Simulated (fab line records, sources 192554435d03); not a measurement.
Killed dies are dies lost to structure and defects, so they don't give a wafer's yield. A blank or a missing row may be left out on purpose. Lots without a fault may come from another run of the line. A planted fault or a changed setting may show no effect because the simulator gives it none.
Which tool did it? | flow n5_finfet | 12 lots, 36 wafers sampled, at 2 steps of a route of 1938

WHAT THE GAUGES READ, wafer by wafer
N5_BEOL_M10_RS_MEAS_57: measures by four-point-probe.
lot  | measured     | on            | M10_RS (ohm/sq)
L077 | day 10 15:26 | film_metro-01 | 0.152 0.149 0.143
L076 | day 10 23:32 | film_metro-01 | 0.150 0.155 0.154
L078 | day 11 14:12 | film_metro-02 | 0.147 0.153 0.146
L081 | day 12 05:01 | film_metro-01 | 0.156 0.148 0.150
L083 | day 13 02:38 | film_metro-01 | 0.150 0.150 0.149
L085 | day 13 13:14 | film_metro-01 | 0.153 0.150 0.152
L089 | day 14 00:22 | film_metro-02 | 0.156 0.152 0.154
L087 | day 14 04:05 | film_metro-02 | 0.157 0.148 0.159
L092 | day 15 02:58 | film_metro-02 | 0.153 0.146 0.148
L094 | day 15 12:43 | film_metro-02 | 0.149 0.151 0.148
L096 | day 16 02:19 | film_metro-02 | 0.148 0.149 0.152
L091 | day 16 18:21 | film_metro-02 | 0.156 0.147 0.156

WHICH TOOL RAN EACH LOT (tool, then ch and the chambers of the sampled wafers, then the start)
lot  | N5_BEOL_M10_CURE_72
L077 | uv_cure-01 ch 2, day 10 12:40
L076 | uv_cure-02 ch 2, day 10 19:30
L078 | uv_cure-01 ch 1, day 11 10:29
L081 | uv_cure-01 ch 1, day 12 02:04
L083 | uv_cure-03 ch 0, day 12 23:17
L085 | uv_cure-03 ch 1, day 13 09:32
L089 | uv_cure-02 ch 1, day 13 21:52
L087 | uv_cure-02 ch 2, day 14 01:01
L092 | uv_cure-03 ch 2, day 14 22:12
L094 | uv_cure-02 ch 1, day 15 09:28
L096 | uv_cure-03 ch 2, day 16 00:09
L091 | uv_cure-02 ch 0, day 16 16:14
- N5_BEOL_M10_CURE_72: cures SiCOH lowk, time 120 s.

THE ANSWER, worked out from the rows above alone
Rule: what is usual is taken from the lots themselves. Put in order of their means at a reading, lots are off if they are a third of the lots or fewer, leave a main group of 4 or more, and stand apart from it by a gap of 3 or more times the standard deviation of the main group's means; of several such gaps the widest counts. A main group whose means are all the same, to the digits that the tables above print for the reading, isn't used. A lot without any number at a reading at which 4 lots or more have one is off too. The other lots that the step has rows for count as sound.
No lot is off at any reading shown: from this, nothing can be told.

WHAT THE SIMULATOR HAD PUT IN
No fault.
